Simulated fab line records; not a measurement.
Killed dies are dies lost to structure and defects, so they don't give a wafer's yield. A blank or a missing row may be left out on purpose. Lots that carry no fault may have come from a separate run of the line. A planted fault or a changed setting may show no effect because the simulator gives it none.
What tool caused it? | flow n5-finfet | Sampling: 9 lots, 25 wafers, 6 of 1938 route steps

WHAT EACH GAUGE READ, for each wafer
N5_BEOL_M0_SAQP_CD_MEAS_25: target cd 13.1 nm. Usual: 12.79 nm for cd-nm, sd 0.23.
lot  | measured     | on        | cd-nm (nm)        | flag
L663 | day 6 01:51  | cd-sem-01 | 13.14 12.85 12.90 |
L665 | day 6 08:17  | cd-sem-02 | 12.61 12.87 12.60 |
L666 | day 6 19:31  | cd-sem-01 | 13.26 12.88 12.73 |
L669 | day 7 09:50  | cd-sem-02 | 12.46 12.77 12.85 |
L672 | day 8 08:40  | cd-sem-02 | 12.86 12.75 12.74 |
L674 | day 8 18:04  | cd-sem-01 | 12.90 12.41 13.04 |
L681 | day 10 11:57 | cd-sem-01 | 18.56 12.57 18.41 | OFF
L684 | day 11 01:08 | cd-sem-03 | 18.23             | OFF
L685 | day 11 04:59 | cd-sem-03 | 12.83 12.92 12.72 |

N5_BEOL_M4_RC_MEAS_101. Usual: DIBL_N 36.1 mV/V, standard deviation 1.5; DIBL_P 36.1 mV/V, standard deviation 1.9; IOFF_N 0.159 nA/um, standard deviation 0.029; IOFF_P 0.21 nA/um, standard deviation 0.038; ION_N 675 uA/um, standard deviation 11; ION_P 464 uA/um, standard deviation 8.1; SS_N 71.5 mV/dec, standard deviation 0.57; SS_P 73.3 mV/dec, standard deviation 0.64; VT_N 249 mV, standard deviation 3.1; VT_P -250 mV, standard deviation 3.8.
lot  | measured     | on        | DIBL_N (mV/V)  | DIBL_P (mV/V)  | IOFF_N (nA/um)    | IOFF_P (nA/um) | ION_N (uA/um) | ION_P (uA/um) | SS_N (mV/dec)  | SS_P (mV/dec)  | VT_N (mV)   | VT_P (mV)      | flag
L663 | day 8 06:20  | prober-01 | 36.9 36.2 36.3 | 35.9 35.2 34.8 | 0.156 0.148 0.152 | 0.20 0.19 0.18 | 667 675 658   | 456 457 453   | 71.5 71.4 71.5 | 72.8 73.0 72.6 | 250 251 253 | -250 -252 -252 |
L665 | day 8 09:32  | prober-01 | 37.8 35.9 36.7 | 37.3 34.2 36.4 | 0.161 0.137 0.148 | 0.24 0.19 0.22 | 666 672 654   | 464 462 454   | 71.8 72.3 71.5 | 73.8 72.5 73.3 | 249 250 253 | -246 -249 -247 |
L666 | day 9 00:53  | prober-02 | 34.6 36.3 35.7 | 34.7 36.2 35.8 | 0.141 0.157 0.162 | 0.19 0.21 0.21 | 683 676 677   | 467 466 469   | 70.9 72.1 71.3 | 72.6 73.3 72.5 | 250 249 249 | -252 -250 -249 |
L669 | day 9 09:17  | prober-01 | 41.1 36.9 38.0 | 40.4 36.6 37.7 | 0.279 0.175 0.186 | 0.29 0.21 0.23 | 694 679 684   | 470 460 465   | 72.1 71.8 72.0 | 74.6 73.2 74.4 | 245 249 247 | -248 -252 -251 |
L672 | day 10 05:15 | prober-01 | 38.4 35.0 34.1 | 39.8 35.6 34.0 | 0.223 0.157 0.149 | 0.27 0.22 0.19 | 690 676 677   | 473 471 467   | 71.5 71.9 71.1 | 73.7 73.3 72.8 | 245 247 247 | -246 -249 -251 |
L674 | day 11 05:29 | prober-01 | 33.0 36.2 33.8 | 32.4 35.5 33.0 | 0.104 0.145 0.109 | 0.15 0.18 0.15 | 660 664 668   | 446 456 453   | 70.9 71.4 71.1 | 72.5 73.0 72.2 | 255 252 256 | -254 -253 -254 |
L681 | day 12 13:10 | prober-01 | 36.9           | 39.2           | 0.187             | 0.23           | 673           | 463           | 72.0           | 74.5           | 249         | -252           |
L685 | day 14 09:27 | prober-01 | 36.2 36.6 34.8 | 36.8 36.4 36.0 | 0.181 0.180 0.168 | 0.23 0.23 0.23 | 684 680 686   | 469 468 473   | 71.1 70.9 71.5 | 73.3 72.5 73.6 | 247 246 244 | -247 -248 -247 |

TOOL THAT RAN EACH LOT (tool first, then ch and the chambers of the sampled wafers, then the start)
lot  | N5_BEOL_M0_SAQP_ETCH_84            | N5_BEOL_M0_SAQP_SPACER1_ALD_98   | N5_BEOL_M0_SAQP_MANDREL1_REMOVE_100 | N5_BEOL_M0_SAQP_ETCH_106
L663 | rie-diel-03 ch 0,1,2, day 6 00:22  | ald-sin-02 ch 0,1,2, day 6 01:11 | rie-si-05 ch 0,1,3, day 6 01:44     | rie-diel-03 ch 0,1,2, day 6 02:45
L665 | rie-diel-04 ch 0,3, day 6 06:36    | ald-sin-02 ch 0,1,3, day 6 07:35 | rie-si-05 ch 1,3, day 6 08:11       | rie-diel-03 ch 0,1,3, day 6 09:01
L666 | rie-diel-05 ch 1,2,3, day 6 18:03  | ald-sin-04 ch 0,1,3, day 6 18:51 | rie-si-05 ch 1,2,3, day 6 19:25     | rie-diel-04 ch 0,1,3, day 6 20:14
L669 | rie-diel-05 ch 0,3, day 7 08:07    | ald-sin-03 ch 2,3, day 7 08:58   | rie-si-01 ch 0,1,2, day 7 09:43     | rie-diel-04 ch 0,2, day 7 10:37
L672 | rie-diel-03 ch 1,2, day 8 06:09    | ald-sin-04 ch 0,2,3, day 8 07:53 | rie-si-06 ch 0,1,3, day 8 08:33     | rie-diel-04 ch 1,2,3, day 8 09:37
L674 | rie-diel-04 ch 2,3, day 8 16:08    | ald-sin-03 ch 1,2,3, day 8 17:16 | rie-si-05 ch 0,1,2, day 8 17:58     | rie-diel-05 ch 0,1,2, day 8 18:53
L681 | rie-diel-05 ch 0,2,3, day 10 10:28 | ald-sin-03 ch 1,2, day 10 11:16  | rie-si-05 ch 0,1, day 10 11:50      | rie-diel-05 ch 0,2,3, day 10 12:46
L684 | rie-diel-04 ch 1, day 10 23:22     | ald-sin-03 ch 1, day 11 00:28    | rie-si-05 ch 0, day 11 01:01        | rie-diel-05 ch 0, day 11 01:52
L685 | rie-diel-04 ch 0,1,2, day 11 03:29 | ald-sin-02 ch 1,3, day 11 04:19  | rie-si-01 ch 0,1,2, day 11 04:52    | rie-diel-05 ch 0,1, day 11 05:44
- N5_BEOL_M0_SAQP_ETCH_84: etches SOC in N2/H2, target depth 100 nm, overetch 20 nm, time 150 s.
- N5_BEOL_M0_SAQP_SPACER1_ALD_98: deposits SiO2, target thk 12.8 nm, pulse time 1 s, purge time 2 s.
- N5_BEOL_M0_SAQP_MANDREL1_REMOVE_100: chemistry HBr/Cl2/O2, target a-Si, stops on SiNx, bt time 10 s.
- N5_BEOL_M0_SAQP_ETCH_106: etches SOC in N2/H2, stops on SiNx, target depth 150 nm.

WHAT THE TOOLS THEMSELVES READ (means of the sampled wafers that have a number; where no wafer has one, the mark that the record gives instead)
N5_BEOL_M0_SAQP_ETCH_84. Usual: drypump-motor-current-A 5.6 A, standard deviation 0.55; oes-product-au 0.68 a.u., standard deviation 0.074; rf-vpp-V 523.3 V, standard deviation 2.7; showerhead-plenum-p-Torr 2.52 Torr, standard deviation 0.092; throttle-valve-pct 17.8 %, standard deviation 0.32.
lot  | tool        | drypump-motor-current-A (A) | oes-product-au (a.u.) | rf-vpp-V (V) | showerhead-plenum-p-Torr (Torr) | throttle-valve-pct (%) | flag
L663 | rie-diel-03 | 5.7                         | 0.71                  | 525.8        | 2.61                            | 17.9                   |
L665 | rie-diel-04 | 5.8                         | 0.68                  | 521.8        | 2.44                            | 17.7                   |
L666 | rie-diel-05 | 5.5                         | 0.62                  | 522.6        | 2.51                            | 17.6                   |
L669 | rie-diel-05 | 5.2                         | 0.68                  | 524.0        | 2.52                            | 17.4                   |
L672 | rie-diel-03 | 5.5                         | 0.75                  | 527.1        | 2.68                            | 17.9                   |
L674 | rie-diel-04 | 6.2                         | 0.65                  | 522.1        | 2.49                            | 18.1                   |
L681 | rie-diel-05 | 5.4                         | 0.74                  | 524.2        | 2.55                            | 17.2                   |
L684 | rie-diel-04 | 5.0                         | 0.63                  | 520.7        | 2.42                            | 17.9                   |
L685 | rie-diel-04 | 5.5                         | 0.63                  | 521.4        | 2.44                            | 18.0                   |

N5_BEOL_M0_SAQP_SPACER1_ALD_98. Usual: heater-power-w 456 W, standard deviation 39; precursor-pulse-height-rel 1.000, standard deviation 0.02.
lot  | tool       | heater-power-w (W) | precursor-pulse-height-rel | flag
L663 | ald-sin-02 | 460                | 0.977                      |
L665 | ald-sin-02 | 444                | 0.986                      |
L666 | ald-sin-04 | 489                | 1.003                      |
L669 | ald-sin-03 | 457                | 0.978                      |
L672 | ald-sin-04 | 468                | 1.002                      |
L674 | ald-sin-03 | 438                | 1.014                      |
L681 | ald-sin-03 | 428                | 1.013                      |
L684 | ald-sin-03 | 390                | 1.028                      |
L685 | ald-sin-02 | 441                | 0.983                      |

N5_BEOL_M0_SAQP_MANDREL1_REMOVE_100. Usual: drypump-motor-current-A 5.9 A, standard deviation 0.4; oes-product-au 1.001 a.u., standard deviation 0.016; throttle-valve-pct 36.6 %, standard deviation 0.41.
lot  | tool      | drypump-motor-current-A (A) | oes-product-au (a.u.) | throttle-valve-pct (%) | flag
L663 | rie-si-05 | 5.8                         | 0.999                 | 36.4                   |
L665 | rie-si-05 | 5.8                         | 0.998                 | 36.4                   |
L666 | rie-si-05 | 6.0                         | 1.005                 | 36.7                   |
L669 | rie-si-01 | 5.8                         | 0.993                 | 36.6                   |
L672 | rie-si-06 | 5.8                         | 1.003                 | 36.6                   |
L674 | rie-si-05 | 6.0                         | 1.008                 | 36.7                   |
L681 | rie-si-05 | 5.9                         | 1.021                 | 36.2                   |
L684 | rie-si-05 | 5.8                         | 1.013                 | 36.5                   |
L685 | rie-si-01 | 5.8                         | 0.999                 | 36.6                   |

N5_BEOL_M0_SAQP_ETCH_106. Usual: drypump-motor-current-A 5.6 A, standard deviation 0.5; oes-product-au 0.76 a.u., standard deviation 0.094; rf-vpp-V 240.4 V, standard deviation 1.4; showerhead-plenum-p-Torr 2.51 Torr, standard deviation 0.085; throttle-valve-pct 17.7 %, standard deviation 0.37.
lot  | tool        | drypump-motor-current-A (A) | oes-product-au (a.u.) | rf-vpp-V (V) | showerhead-plenum-p-Torr (Torr) | throttle-valve-pct (%) | flag
L663 | rie-diel-03 | 5.7                         | 0.79                  | 242.1        | 2.61                            | 17.9                   |
L665 | rie-diel-03 | 5.3                         | 0.75                  | 241.4        | 2.57                            | 18.1                   |
L666 | rie-diel-04 | 5.4                         | 0.74                  | 238.8        | 2.43                            | 17.7                   |
L669 | rie-diel-04 | 5.9                         | 0.70                  | 240.3        | 2.48                            | 18.0                   |
L672 | rie-diel-04 | 5.8                         | 0.73                  | 239.4        | 2.46                            | 17.9                   |
L674 | rie-diel-05 | 5.7                         | 0.74                  | 240.5        | 2.53                            | 17.5                   |
L681 | rie-diel-05 | 5.4                         | 0.82                  | 242.4        | 2.55                            | 17.2                   |
L684 | rie-diel-05 | 5.5                         | 0.85                  | 241.1        | 2.56                            | 17.1                   |
L685 | rie-diel-05 | 5.6                         | 0.89                  | 241.2        | 2.62                            | 17.3                   |

THE ANSWER, worked out from the rows above alone
Rule: lot off if the mean of its wafers having a number is beyond 3 standard deviations from the usual mean. Also off: a lot with no number at a reading for which 4 or more lots have one. The other lots that the step has rows for count as sound. After the gauges, taken in route order, come the tools' own readings; for these a lot's mean is taken, as printed above. The first step at which some lot is off is used, and at that step the reading that is off furthest; a lot without a number counts as furthest.
Off at N5_BEOL_M0_SAQP_CD_MEAS_25 (cd-nm): L681, L684.
A tool fits if, at a process step before that reading, it ran every lot that is off, and no sound lot after the first of them. The gauges at N5_BEOL_M0_SAQP_CD_MEAS_25 are tried like those tools. Can't be told from this: 2 tools fit, ald-sin-03 at N5_BEOL_M0_SAQP_SPACER1_ALD_98, rie-si-05 at N5_BEOL_M0_SAQP_MANDREL1_REMOVE_100.

WHAT THE SIMULATOR HAD INSERTED
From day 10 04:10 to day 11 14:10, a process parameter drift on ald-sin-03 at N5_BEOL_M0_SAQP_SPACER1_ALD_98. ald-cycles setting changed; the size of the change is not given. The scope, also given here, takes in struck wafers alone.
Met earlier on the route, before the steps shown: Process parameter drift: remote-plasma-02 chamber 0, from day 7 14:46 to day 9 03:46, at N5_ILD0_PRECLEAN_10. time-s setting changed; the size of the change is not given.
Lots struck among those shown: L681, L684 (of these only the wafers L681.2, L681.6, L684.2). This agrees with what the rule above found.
